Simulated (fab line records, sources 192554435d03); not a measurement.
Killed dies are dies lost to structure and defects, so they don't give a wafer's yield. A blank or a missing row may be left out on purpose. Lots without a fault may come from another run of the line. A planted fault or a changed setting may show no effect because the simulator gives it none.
Chamber matching | flow n5_finfet | N5_BEOL_M0_SAQP_STRIP_108 on rie_diel-05: 4 sister chambers
The step strips in N2/H2. 4 wafers are shown with their chamber, then 7 later ones without.

WAFERS WITH THEIR CHAMBER
wafer  | chamber | drypump_motor_current_A (A)
L414.2 | 3       | 6.04
L414.5 | 1       | 5.89
L420.1 | 2       | 5.50
L420.4 | 0       | 6.09

WAFERS WITHOUT THEIR CHAMBER
wafer  | drypump_motor_current_A (A)
L420.5 | 6.05
L423.1 | 5.49
L423.4 | 6.02
L423.5 | 6.04
L426.2 | 6.10
L426.4 | 6.02
L426.5 | 5.88

WHICH CHAMBER EACH WENT THROUGH
wafer  | from the rows above | in truth
L420.5 | 3                   | 3
L423.1 | 2                   | 2
L423.4 | 3                   | 3
L423.5 | 3                   | 3
L426.2 | 0                   | 0
L426.4 | 3                   | 3
L426.5 | 1                   | 1
Placed correctly: 7 of 7. Can't be placed from these rows: 0. Placed wrongly: 0.
How it was worked out, from the rows above alone: a wafer's distance from a chamber is the root of the sum, over the readings, of the square of ((its reading less the chamber's mean) divided by the reading's scatter). The wafer belongs to the nearest chamber; if the next one is less than 2 further off, it can't be placed. A chamber's mean is the mean of its shown wafers. The scatter: with one shown wafer a chamber, the root of the mean of the squares of how far each hidden wafer lies from its nearest shown one.
